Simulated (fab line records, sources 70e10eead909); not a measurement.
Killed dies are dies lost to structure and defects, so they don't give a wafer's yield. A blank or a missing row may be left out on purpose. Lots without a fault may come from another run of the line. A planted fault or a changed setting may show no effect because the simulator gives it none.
A struck lot beside a sound one | flow nand_harc | 39 steps out of a route of 1302
Sound: wafers L164.1, L164.2, L164.5. Struck: wafers L169.3, L169.4, L169.6. The cause comes at the end.
At each step with rows: each side's tool, then ch and its chambers, then its first start. Under that, the readings that differ: sound wafers | struck wafers | difference of the means | sigmas: that difference in standard deviations of wafers without a fault.
alike: readings whose means differ by less than 2 such deviations, and words and numbers that are the same on both sides. not compared: withheld readings, readings that some wafer has no value for, bounds like >300 that may hide the same value, and numbers for which the record gives no deviation and whose values overlap.
The two part at a step that has a row with sigmas, a row that says differs or no value, or rows on one side only. Numbers that don't overlap but have no deviation are shown without sigmas and don't part them. A reading that every wafer of one side lacks parts them only if that side has two wafers or more.

first, 6 steps without rows for these wafers: NHARC_A_WL_FILL_PRECLEAN_30 (cleans in dHF, time 10 s); NHARC_A_WL_FILL_SRD_14; NHARC_A_WL_FILL_ALD_19 (deposits TiN, target thk 2 nm, pulse time 3 s, ald cycles 100); NHARC_A_WL_FILL_CVD_20 (deposits W, target thk 100 nm, time 74 s); NHARC_A_WL_FILL_CMP_12 (polishes, t overpolish 30 s, target thk 100 nm); NHARC_A_WL_FILL_SRD_31.
NHARC_A_WL_FILL_INSPECT_15:
  sound on defect_inspect-02, day 23 18:34; struck on defect_inspect-02, day 25 15:34
  alike: raw_defect_count
NHARC_A_CONTACT_DEP_24: deposits SiO2, target thk 500 nm.
  sound on pecvd-03 ch 0,2, day 23 18:38; struck on pecvd-01 ch 1,2, day 25 15:41
  reading                | sound          | struck         | difference | sigmas
  throttle_valve_pct (%) | 16.9 15.9 16.0 | 14.7 15.2 14.9 | -1.3       | -3
  alike: chamber_pressure_Torr, flow_sccm, heater_power_w
NHARC_A_CONTACT_DEP_28: deposits aC, target thk 7000 nm.
  sound on acl_dep-02 ch 0, day 23 19:22; struck on acl_dep-01, day 25 19:16
  reading                | sound                | struck | difference                    | sigmas
  throttle_valve_pct (%) | 35.006 35.005 35.011 | - - -  | no value on the struck wafers |
  not compared: susceptor_temp_C
then, 11 steps without rows for these wafers: NHARC_A_CONTACT_DEP_29 (deposits SiON, target thk 100 nm); NHARC_A_CONTACT_DEHYDRATE_32 (time 120 s); NHARC_A_CONTACT_HMDS_33 (time 30 s); NHARC_A_CONTACT_COAT_34 (time 75 s); NHARC_A_CONTACT_COAT_35 (time 65 s); NHARC_A_CONTACT_COAT_36 (resist thk 90 nm); NHARC_A_CONTACT_SOFTBAKE_37 (time 55 s); NHARC_A_CONTACT_EBR_38; NHARC_A_CONTACT_EXPOSE_39 (exposes mask A CC 3); NHARC_A_CONTACT_PEB_40 (peb time 65 s); NHARC_A_CONTACT_DEVELOP_41 (develop time 35 s).
NHARC_A_CONTACT_CD_MEAS_42: target cd 300 nm.
  sound on cd_sem-03 ch 0, day 24 00:18; struck on cd_sem-01 ch 0, day 25 22:50
  alike: cd_nm
NHARC_A_CONTACT_OVL_MEAS_43:
  sound on overlay-02, day 24 00:23; struck on overlay-01, day 25 22:55
  alike: overlay_x_nm, overlay_y_nm
NHARC_A_CONTACT_INSPECT_44:
  sound on defect_inspect-02, day 24 00:26; struck on defect_inspect-02, day 25 22:58
  alike: raw_defect_count
then, 2 steps without rows for these wafers: NHARC_A_CONTACT_DESCUM_47 (chemistry O2, time 3 s); NHARC_A_CONTACT_ETCH_48 (etches the open film in CF4, target depth 39 nm, time 65 s).
NHARC_A_CONTACT_ETCH_49: etches the open film in N2/H2, target depth 260 nm, time 475.3 s.
  sound on rie_diel-02 ch 0,2; struck on rie_diel-08 ch 0,1
  alike: bias_w, drypump_motor_current_A, oes_product_au, rf_vpp_V, showerhead_plenum_p_Torr, throttle_valve_pct
  not compared: rf_hours_counter_h
then, 4 steps without rows for these wafers: NHARC_A_CONTACT_ETCH_50 (etches the open film in CF4/CHF3, target depth 121 nm, time 60.5 s); NHARC_A_CONTACT_ETCH_51 (etches the open film in O2/COS, target depth 7000 nm, time 1820 s); NHARC_A_CONTACT_ETCH_111 (etches the open film in C4F8/O2/Ar, time 140 s, target depth 700 nm); NHARC_A_CONTACT_ETCH_112 (etches the open film in C4F8/O2/Ar, time 190 s, target depth 1850 nm).
NHARC_A_CONTACT_ETCH_113: etches the open film in C4F8/O2/Ar, time 190 s, target depth 1850 nm.
  sound on har_cap_etch-02 ch 0,1, day 24 02:41; struck on har_cap_etch-01 ch 0,1, day 26 01:16
  not compared: rf_hours_counter_h
then, 3 steps without rows for these wafers: NHARC_A_CONTACT_ETCH_114 (etches the open film in C4F8/O2/Ar, time 190 s, target depth 1850 nm); NHARC_A_CONTACT_ETCH_115 (etches the open film in C4F8/O2/Ar, time 190 s, target depth 1850 nm); NHARC_A_CONTACT_ETCH_116 (etches the open film in C4F8/O2/Ar, time 190 s, target depth 1850 nm).
NHARC_A_CONTACT_ETCH_117: etches the open film in C4F8/O2/Ar, time 190 s, target depth 1850 nm.
  sound on har_cap_etch-02 ch 0,1, day 24 03:22; struck on har_cap_etch-01 ch 0,1, day 26 01:58
  not compared: rf_hours_counter_h
then, 1 step without rows for these wafers: NHARC_A_CONTACT_ETCH_118 (etches the open film in C4F8/O2/Ar, time 190 s, target depth 1850 nm).
NHARC_A_CONTACT_ETCH_119: etches the open film in C4F8/O2/Ar, time 190 s, target depth 1850 nm.
  sound on har_cap_etch-02 ch 0,1, day 24 03:43; struck on har_cap_etch-01 ch 0,1, day 26 02:18
  not compared: rf_hours_counter_h
then, 1 step without rows for these wafers: NHARC_A_CONTACT_ETCH_120 (etches the open film in C4F8/O2/Ar, time 190 s, target depth 1850 nm).
NHARC_END_SORT_01:
  the record has rows for the sound wafers here (prober-02 ch 0, day 27 01:44) and none for the struck ones

WHERE THEY PART
First at NHARC_A_CONTACT_DEP_24; last, within this record, at NHARC_END_SORT_01.

WHY: what the simulator had put in
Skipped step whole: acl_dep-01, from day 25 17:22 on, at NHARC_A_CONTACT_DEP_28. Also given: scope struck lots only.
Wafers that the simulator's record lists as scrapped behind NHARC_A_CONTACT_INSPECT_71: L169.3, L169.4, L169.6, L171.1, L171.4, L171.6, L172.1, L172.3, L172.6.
